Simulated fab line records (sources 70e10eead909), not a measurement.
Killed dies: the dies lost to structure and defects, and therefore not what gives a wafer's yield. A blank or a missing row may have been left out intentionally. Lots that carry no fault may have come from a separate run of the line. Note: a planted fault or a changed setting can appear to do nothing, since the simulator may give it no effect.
Matching of chambers	flow nand-harc	NHARC_P_CONTACT_STRIP_28 on rie-diel-11 has 4 sister chambers
The step strips in O2. 4 wafers are shown with their chamber, then 7 later ones without.

== WAFERS PAIRED WITH THEIR CHAMBERS ==
wafer	chamber	showerhead-plenum-p-Torr (Torr)
L420.4	2	3.79
L424.2	3	3.75
L431.1	0	3.64
L431.2	1	3.41

== WAFERS WHOSE CHAMBER IS MISSING ==
wafer	showerhead-plenum-p-Torr (Torr)
L431.3	3.78
L432.2	3.41
L432.3	3.75
L432.6	3.41
L438.1	3.78
L438.3	3.74
L438.4	3.41

== WHICH CHAMBER EACH ONE RAN IN ==
wafer	from the rows above	in truth
L431.3	2	2
L432.2	1	1
L432.3	3	3
L432.6	1	1
L438.1	2	2
L438.3	3	3
L438.4	1	1
Correctly placed: 7 of 7. Number that these rows cannot place: 0. Wrongly placed: 0.
How it was worked out, from the rows above alone: a wafer's distance from a chamber is the root of the sum, over the readings, of the square of ((its reading less the chamber's mean) divided by the reading's scatter). The wafer belongs to the nearest chamber; if the next one is less than 2 further off, it can't be placed. A chamber's mean is the mean of its shown wafers. The scatter: with one shown wafer a chamber, the root of the mean of the squares of how far each hidden wafer lies from its nearest shown one.
